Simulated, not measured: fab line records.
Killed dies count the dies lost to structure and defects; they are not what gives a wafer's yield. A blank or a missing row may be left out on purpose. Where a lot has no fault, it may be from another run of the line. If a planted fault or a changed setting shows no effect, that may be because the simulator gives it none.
Which tool was responsible? :: flow n5 finfet :: 11 lots with 27 wafers sampled at 7 steps, on a route of 1938 steps

WHAT EACH GAUGE READ, for each wafer
N5_BEOL_M3_THK_MEAS_53: measures by xrf.
lot: L470
measured: day 8 01:23
on: film metro-02
M3_THK (nm): 39.1 38.6 40.2

lot: L472
measured: day 8 14:31
on: film metro-01
M3_THK (nm): 40.7 42.5 43.4

lot: L473
measured: day 8 19:44
on: film metro-01
M3_THK (nm): 40.2 39.2 41.0

lot: L474
measured: day 9 05:32
on: film metro-02
M3_THK (nm): 43.0 45.7 40.7

lot: L475
measured: day 9 09:37
on: film metro-01
M3_THK (nm): 42.9 41.6 44.7

lot: L476
measured: day 9 11:31
on: film metro-02
M3_THK (nm): 38.6 36.9

lot: L480
measured: day 10 16:42
on: film metro-02
M3_THK (nm): 43.9 44.0

lot: L481
measured: day 11 12:22
on: film metro-02
M3_THK (nm): 43.0 43.1

lot: L483
measured: day 11 21:38
on: film metro-02
M3_THK (nm): 41.7 38.7

lot: L485
measured: day 12 00:03
on: film metro-02
M3_THK (nm): 163.3 42.3

lot: L487
measured: day 12 03:22
on: film metro-01
M3_THK (nm): 152.2 42.2

N5_BEOL_M3_INSPECT_59: inspects for defects (darkfield).
lot: L470
measured: day 8 01:40
on: defect inspect-01
raw defect count: 53 49 70

lot: L472
measured: day 8 14:58
on: defect inspect-01
raw defect count: 56 59 42

lot: L473
measured: day 8 20:01
on: defect inspect-01
raw defect count: 108 64 51

lot: L474
measured: day 9 05:49
on: defect inspect-01
raw defect count: 62 73 61

lot: L475
measured: day 9 09:54
on: defect inspect-01
raw defect count: 54 67 72

lot: L476
measured: day 9 11:52
on: defect inspect-02
raw defect count: 73 90

lot: L480
measured: day 10 16:59
on: defect inspect-01
raw defect count: 73 109

lot: L481
measured: day 11 12:41
on: defect inspect-02
raw defect count: 113 115

lot: L483
measured: day 11 21:56
on: defect inspect-02
raw defect count: 58 44

lot: L485
measured: day 12 00:20
on: defect inspect-01
raw defect count: 4954 76

lot: L487
measured: day 12 03:39
on: defect inspect-01
raw defect count: 5087 72

N5_BEOL_M4_RC_MEAS_101.
lot: L470
measured: day 8 14:39
on: prober-01
DIBL_N (mV/V): 36.7 37.8 34.0
DIBL_P (mV/V): 37.6 38.4 33.3
IOFF_N (nA/um): 0.18 0.21 0.13
IOFF_P (nA/um): 0.24 0.24 0.16
ION_N (uA/um): 670 678 667
ION_P (uA/um): 463 455 459
SS_N (mV/dec): 72.8 73.3 72.2
SS_P (mV/dec): 73.0 74.1 73.1
VT_N (mV): 249 250 257
VT_P (mV): -249 -249 -254

lot: L472
measured: day 9 00:43
on: prober-02
DIBL_N (mV/V): 36.9 37.0 37.0
DIBL_P (mV/V): 37.7 39.5 38.4
IOFF_N (nA/um): 0.20 0.18 0.18
IOFF_P (nA/um): 0.25 0.28 0.26
ION_N (uA/um): 705 681 692
ION_P (uA/um): 478 474 479
SS_N (mV/dec): 71.5 71.4 71.2
SS_P (mV/dec): 73.2 74.4 73.7
VT_N (mV): 244 249 247
VT_P (mV): -246 -249 -248

lot: L473
measured: day 9 08:00
on: prober-02
DIBL_N (mV/V): 32.5 35.9 35.7
DIBL_P (mV/V): 32.2 35.1 35.0
IOFF_N (nA/um): 0.11 0.15 0.15
IOFF_P (nA/um): 0.16 0.19 0.18
ION_N (uA/um): 679 676 675
ION_P (uA/um): 473 460 464
SS_N (mV/dec): 69.6 70.2 70.1
SS_P (mV/dec): 71.7 73.4 72.7
VT_N (mV): 256 251 251
VT_P (mV): -251 -251 -249

lot: L474
measured: day 9 13:16
on: prober-01
DIBL_N (mV/V): 34.7 35.0 37.0
DIBL_P (mV/V): 33.1 34.7 35.0
IOFF_N (nA/um): 0.14 0.15 0.18
IOFF_P (nA/um): 0.18 0.20 0.20
ION_N (uA/um): 668 675 661
ION_P (uA/um): 461 464 456
SS_N (mV/dec): 71.0 71.1 73.0
SS_P (mV/dec): 72.9 73.1 73.8
VT_N (mV): 250 249 249
VT_P (mV): -253 -250 -250

lot: L475
measured: day 9 20:21
on: prober-02
DIBL_N (mV/V): 35.6 34.8 35.3
DIBL_P (mV/V): 34.3 33.3 34.1
IOFF_N (nA/um): 0.16 0.13 0.14
IOFF_P (nA/um): 0.23 0.22 0.23
ION_N (uA/um): 701 683 686
ION_P (uA/um): 483 475 472
SS_N (mV/dec): 71.3 69.7 70.6
SS_P (mV/dec): 72.8 72.4 72.8
VT_N (mV): 243 248 248
VT_P (mV): -245 -248 -247

lot: L476
measured: day 10 00:16
on: prober-01
DIBL_N (mV/V): 35.4 37.5
DIBL_P (mV/V): 34.6 39.3
IOFF_N (nA/um): 0.14 0.18
IOFF_P (nA/um): 0.15 0.25
ION_N (uA/um): 656 675
ION_P (uA/um): 445 459
SS_N (mV/dec): 71.9 71.5
SS_P (mV/dec): 72.7 73.4
VT_N (mV): 252 247
VT_P (mV): -257 -250

lot: L480
measured: day 11 03:13
on: prober-01
DIBL_N (mV/V): 37.8 35.9
DIBL_P (mV/V): 37.0 37.3
IOFF_N (nA/um): 0.22 0.17
IOFF_P (nA/um): 0.23 0.24
ION_N (uA/um): 678 665
ION_P (uA/um): 454 459
SS_N (mV/dec): 72.3 71.3
SS_P (mV/dec): 73.3 73.5
VT_N (mV): 245 249
VT_P (mV): -250 -245

lot: L481
measured: day 12 04:47
on: prober-02
DIBL_N (mV/V): 35.2 32.2
DIBL_P (mV/V): 36.0 30.1
IOFF_N (nA/um): 0.17 0.10
IOFF_P (nA/um): 0.22 0.13
ION_N (uA/um): 695 655
ION_P (uA/um): 472 448
SS_N (mV/dec): 71.0 70.8
SS_P (mV/dec): 73.5 71.6
VT_N (mV): 248 257
VT_P (mV): -248 -258

lot: L483
measured: day 12 08:29
on: prober-01
DIBL_N (mV/V): 34.9 39.8
DIBL_P (mV/V): 34.7 40.8
IOFF_N (nA/um): 0.13 0.25
IOFF_P (nA/um): 0.18 0.29
ION_N (uA/um): 658 683
ION_P (uA/um): 448 465
SS_N (mV/dec): 72.0 72.4
SS_P (mV/dec): 73.1 74.8
VT_N (mV): 254 242
VT_P (mV): -253 -246

lot: L485
measured: day 12 09:32
on: prober-02
DIBL_N (mV/V): 34.4
DIBL_P (mV/V): 34.7
IOFF_N (nA/um): 0.13
IOFF_P (nA/um): 0.19
ION_N (uA/um): 673
ION_P (uA/um): 464
SS_N (mV/dec): 70.6
SS_P (mV/dec): 72.5
VT_N (mV): 252
VT_P (mV): -252

lot: L487
measured: day 12 12:52
on: prober-01
DIBL_N (mV/V): 31.9
DIBL_P (mV/V): 32.6
IOFF_N (nA/um): 0.09
IOFF_P (nA/um): 0.15
ION_N (uA/um): 660
ION_P (uA/um): 463
SS_N (mV/dec): 70.5
SS_P (mV/dec): 71.4
VT_N (mV): 258
VT_P (mV): -256

WHICH TOOL RAN EACH LOT (tool, then ch and the chambers of the sampled wafers, then the start)
lot: L470
N5_BEOL_M3_SPUTTER_86: pvd sputter-01, day 7 23:30
N5_BEOL_M3_SPUTTER_90: pvd sputter-01, day 7 23:56
N5_BEOL_M3_SPUTTER_94: pvd sputter-01, day 8 00:23
N5_BEOL_M3_CMP_52: cmp-01 ch 0,1,2, day 8 01:12

lot: L472
N5_BEOL_M3_SPUTTER_86: pvd sputter-01, day 8 12:36
N5_BEOL_M3_SPUTTER_90: pvd sputter-01, day 8 13:02
N5_BEOL_M3_SPUTTER_94: pvd sputter-01, day 8 13:29
N5_BEOL_M3_CMP_52: cmp-04 ch 0,1, day 8 14:13

lot: L473
N5_BEOL_M3_SPUTTER_86: pvd sputter-01, day 8 17:34
N5_BEOL_M3_SPUTTER_90: pvd sputter-01, day 8 18:01
N5_BEOL_M3_SPUTTER_94: pvd sputter-01, day 8 18:27
N5_BEOL_M3_CMP_52: cmp-04 ch 1,3, day 8 19:26

lot: L474
N5_BEOL_M3_SPUTTER_86: pvd sputter-01, day 9 03:39
N5_BEOL_M3_SPUTTER_90: pvd sputter-01, day 9 04:05
N5_BEOL_M3_SPUTTER_94: pvd sputter-01, day 9 04:32
N5_BEOL_M3_CMP_52: cmp-01 ch 0,1, day 9 05:17

lot: L475
N5_BEOL_M3_SPUTTER_86: pvd sputter-02, day 9 06:59
N5_BEOL_M3_SPUTTER_90: pvd sputter-02, day 9 07:26
N5_BEOL_M3_SPUTTER_94: pvd sputter-02, day 9 07:52
N5_BEOL_M3_CMP_52: cmp-04 ch 0,1,3, day 9 09:19

lot: L476
N5_BEOL_M3_SPUTTER_86: pvd sputter-03, day 9 09:38
N5_BEOL_M3_SPUTTER_90: pvd sputter-03, day 9 10:05
N5_BEOL_M3_SPUTTER_94: pvd sputter-03, day 9 10:31
N5_BEOL_M3_CMP_52: cmp-01 ch 0,3, day 9 11:14

lot: L480
N5_BEOL_M3_SPUTTER_86: pvd sputter-02, day 10 14:49
N5_BEOL_M3_SPUTTER_90: pvd sputter-02, day 10 15:15
N5_BEOL_M3_SPUTTER_94: pvd sputter-02, day 10 15:41
N5_BEOL_M3_CMP_52: cmp-04 ch 0,1, day 10 16:29

lot: L481
N5_BEOL_M3_SPUTTER_86: pvd sputter-01, day 11 10:30
N5_BEOL_M3_SPUTTER_90: pvd sputter-01, day 11 10:56
N5_BEOL_M3_SPUTTER_94: pvd sputter-01, day 11 11:23
N5_BEOL_M3_CMP_52: cmp-04 ch 1,2, day 11 12:13

lot: L483
N5_BEOL_M3_SPUTTER_86: pvd sputter-03, day 11 19:45
N5_BEOL_M3_SPUTTER_90: pvd sputter-03, day 11 20:11
N5_BEOL_M3_SPUTTER_94: pvd sputter-03, day 11 20:38
N5_BEOL_M3_CMP_52: cmp-01 ch 2,3, day 11 21:23

lot: L485
N5_BEOL_M3_SPUTTER_86: pvd sputter-01, day 11 22:09
N5_BEOL_M3_SPUTTER_90: pvd sputter-01, day 11 22:35
N5_BEOL_M3_SPUTTER_94: pvd sputter-01, day 11 23:02
N5_BEOL_M3_CMP_52: cmp-01 ch 0,1, day 11 23:45

lot: L487
N5_BEOL_M3_SPUTTER_86: pvd sputter-01, day 12 01:28
N5_BEOL_M3_SPUTTER_90: pvd sputter-01, day 12 01:55
N5_BEOL_M3_SPUTTER_94: pvd sputter-01, day 12 02:21
N5_BEOL_M3_CMP_52: cmp-01 ch 0,2, day 12 03:04
- N5_BEOL_M3_SPUTTER_86: material Cu, target thk 4.5 nm, time 8.29 s.
- N5_BEOL_M3_SPUTTER_90: material Cu, target thk 4.5 nm, time 8.29 s.
- N5_BEOL_M3_SPUTTER_94: material Cu, target thk 4.5 nm, time 8.29 s.
- N5_BEOL_M3_CMP_52: polishes, stops on SiOC, t overpolish 6.8 s, target thk 40 nm.

AS READ BY THE TOOLS THEMSELVES (means over the sampled wafers that have a number; for cases with no such wafer, the mark the record gives instead)
N5_BEOL_M3_SPUTTER_86.
lot: L470
tool: pvd sputter-01
chuck sensor temp C (C): -15.6
throttle valve pct (%): 29.5

lot: L472
tool: pvd sputter-01
chuck sensor temp C (C): -15.4
throttle valve pct (%): 29.3

lot: L473
tool: pvd sputter-01
chuck sensor temp C (C): -15.9
throttle valve pct (%): 29.4

lot: L474
tool: pvd sputter-01
chuck sensor temp C (C): -15.8
throttle valve pct (%): 29.2

lot: L475
tool: pvd sputter-02
chuck sensor temp C (C): -16.2
throttle valve pct (%): 30.0

lot: L476
tool: pvd sputter-03
chuck sensor temp C (C): -16.4
throttle valve pct (%): 30.9

lot: L480
tool: pvd sputter-02
chuck sensor temp C (C): -16.8
throttle valve pct (%): 29.4

lot: L481
tool: pvd sputter-01
chuck sensor temp C (C): -15.8
throttle valve pct (%): 29.8

lot: L483
tool: pvd sputter-03
chuck sensor temp C (C): -16.6
throttle valve pct (%): 31.1

lot: L485
tool: pvd sputter-01
chuck sensor temp C (C): -15.4
throttle valve pct (%): 29.5

lot: L487
tool: pvd sputter-01
chuck sensor temp C (C): -15.8
throttle valve pct (%): 29.8

N5_BEOL_M3_SPUTTER_90.
lot: L470
tool: pvd sputter-01
chuck sensor temp C (C): -15.6
throttle valve pct (%): 29.4

lot: L472
tool: pvd sputter-01
chuck sensor temp C (C): -15.7
throttle valve pct (%): 29.5

lot: L473
tool: pvd sputter-01
chuck sensor temp C (C): -15.7
throttle valve pct (%): 29.1

lot: L474
tool: pvd sputter-01
chuck sensor temp C (C): -15.8
throttle valve pct (%): 29.2

lot: L475
tool: pvd sputter-02
chuck sensor temp C (C): -16.2
throttle valve pct (%): 30.0

lot: L476
tool: pvd sputter-03
chuck sensor temp C (C): -16.3
throttle valve pct (%): 30.7

lot: L480
tool: pvd sputter-02
chuck sensor temp C (C): -16.6
throttle valve pct (%): 29.2

lot: L481
tool: pvd sputter-01
chuck sensor temp C (C): -15.7
throttle valve pct (%): 29.6

lot: L483
tool: pvd sputter-03
chuck sensor temp C (C): -16.8
throttle valve pct (%): 30.9

lot: L485
tool: pvd sputter-01
chuck sensor temp C (C): -15.4
throttle valve pct (%): 29.6

lot: L487
tool: pvd sputter-01
chuck sensor temp C (C): -15.8
throttle valve pct (%): 29.8

N5_BEOL_M3_SPUTTER_94.
lot: L470
tool: pvd sputter-01
chuck sensor temp C (C): -15.6
throttle valve pct (%): 29.3

lot: L472
tool: pvd sputter-01
chuck sensor temp C (C): -15.6
throttle valve pct (%): 29.4

lot: L473
tool: pvd sputter-01
chuck sensor temp C (C): -15.9
throttle valve pct (%): 29.0

lot: L474
tool: pvd sputter-01
chuck sensor temp C (C): -15.8
throttle valve pct (%): 29.2

lot: L475
tool: pvd sputter-02
chuck sensor temp C (C): -16.2
throttle valve pct (%): 29.9

lot: L476
tool: pvd sputter-03
chuck sensor temp C (C): -16.2
throttle valve pct (%): 31.0

lot: L480
tool: pvd sputter-02
chuck sensor temp C (C): -16.7
throttle valve pct (%): 29.4

lot: L481
tool: pvd sputter-01
chuck sensor temp C (C): -15.8
throttle valve pct (%): 29.7

lot: L483
tool: pvd sputter-03
chuck sensor temp C (C): -16.6
throttle valve pct (%): 30.9

lot: L485
tool: pvd sputter-01
chuck sensor temp C (C): -15.4
throttle valve pct (%): 29.4

lot: L487
tool: pvd sputter-01
chuck sensor temp C (C): -15.8
throttle valve pct (%): 29.7

N5_BEOL_M3_CMP_52.
lot: L470
tool: cmp-01
barrier field endpoint s (s): 23.8
clearing platen down force psi (psi): 1.498
motor current A (A): 6.3
overpolish run s (s): 6.801
slurry flow ml min: 150.2
time to endpoint s (s): 60

lot: L472
tool: cmp-04
barrier field endpoint s (s): 26.3
clearing platen down force psi (psi): 1.500
motor current A (A): 6.2
overpolish run s (s): 6.809
slurry flow ml min: 150.2
time to endpoint s (s): 69

lot: L473
tool: cmp-04
barrier field endpoint s (s): 25.0
clearing platen down force psi (psi): 1.498
motor current A (A): 6.3
overpolish run s (s): 6.795
slurry flow ml min: 150.1
time to endpoint s (s): 67

lot: L474
tool: cmp-01
barrier field endpoint s (s): 24.7
clearing platen down force psi (psi): 1.501
motor current A (A): 7.1
overpolish run s (s): 6.802
slurry flow ml min: 150.1
time to endpoint s (s): 65

lot: L475
tool: cmp-04
barrier field endpoint s (s): 25.4
clearing platen down force psi (psi): 1.500
motor current A (A): 6.5
overpolish run s (s): 6.799
slurry flow ml min: 150.3
time to endpoint s (s): 68

lot: L476
tool: cmp-01
barrier field endpoint s (s): 23.5
clearing platen down force psi (psi): 1.501
motor current A (A): 6.6
overpolish run s (s): 6.796
slurry flow ml min: 150.2
time to endpoint s (s): 58

lot: L480
tool: cmp-04
barrier field endpoint s (s): 26.7
clearing platen down force psi (psi): 1.498
motor current A (A): 6.6
overpolish run s (s): 6.806
slurry flow ml min: 150.2
time to endpoint s (s): 70

lot: L481
tool: cmp-04
barrier field endpoint s (s): 25.1
clearing platen down force psi (psi): 1.501
motor current A (A): 6.3
overpolish run s (s): 6.812
slurry flow ml min: 150.5
time to endpoint s (s): 68

lot: L483
tool: cmp-01
barrier field endpoint s (s): 25.5
clearing platen down force psi (psi): 1.504
motor current A (A): 6.2
overpolish run s (s): 6.792
slurry flow ml min: 149.9
time to endpoint s (s): 66

lot: L485
tool: cmp-01
barrier field endpoint s (s): 33.1
clearing platen down force psi (psi): 1.501
motor current A (A): 6.8
overpolish run s (s): 3.415
slurry flow ml min: 150.3
time to endpoint s (s): 72

lot: L487
tool: cmp-01
barrier field endpoint s (s): 32.8
clearing platen down force psi (psi): 1.499
motor current A (A): 5.8
overpolish run s (s): 3.424
slurry flow ml min: 149.7
time to endpoint s (s): 70

THE ANSWER, worked out from the rows above alone
Rule: usual is defined by the lots themselves. Put in order of their means at a reading, lots are off if they are a third of the lots or fewer, leave a main group of 4 or more, and stand apart from it by a gap of 3 or more times the standard deviation of the main group's means; of several such gaps the widest counts. A main group whose means are all the same, to the digits that the tables above print for the reading, isn't used. Also off: a lot with no number at a reading for which 4 or more lots have one. The other lots that the step has rows for count as sound. After the gauges, taken in route order, come the tools' own readings; for these a lot's mean is taken, as printed above. The first step at which some lot is off is used, and at that step the reading that is off furthest; a lot without a number counts as furthest.
Off: L485, L487, seen at N5_BEOL_M3_THK_MEAS_53 (M3_THK). The main group: mean 41.4 nm, standard deviation 2.
A tool fits if, at a process step before that reading, it ran every lot that is off, and no sound lot after the first of them. The gauges at N5_BEOL_M3_THK_MEAS_53 aren't tried: what is off there is off at N5_BEOL_M3_INSPECT_59 too, on other tools, and a gauge's error can't cause that. Can't be told from this: 2 tools fit, pvd sputter-01 at N5_BEOL_M3_SPUTTER_86 and N5_BEOL_M3_SPUTTER_90 and N5_BEOL_M3_SPUTTER_94, cmp-01 at N5_BEOL_M3_CMP_52.

WHAT THE SIMULATOR HAD PUT IN
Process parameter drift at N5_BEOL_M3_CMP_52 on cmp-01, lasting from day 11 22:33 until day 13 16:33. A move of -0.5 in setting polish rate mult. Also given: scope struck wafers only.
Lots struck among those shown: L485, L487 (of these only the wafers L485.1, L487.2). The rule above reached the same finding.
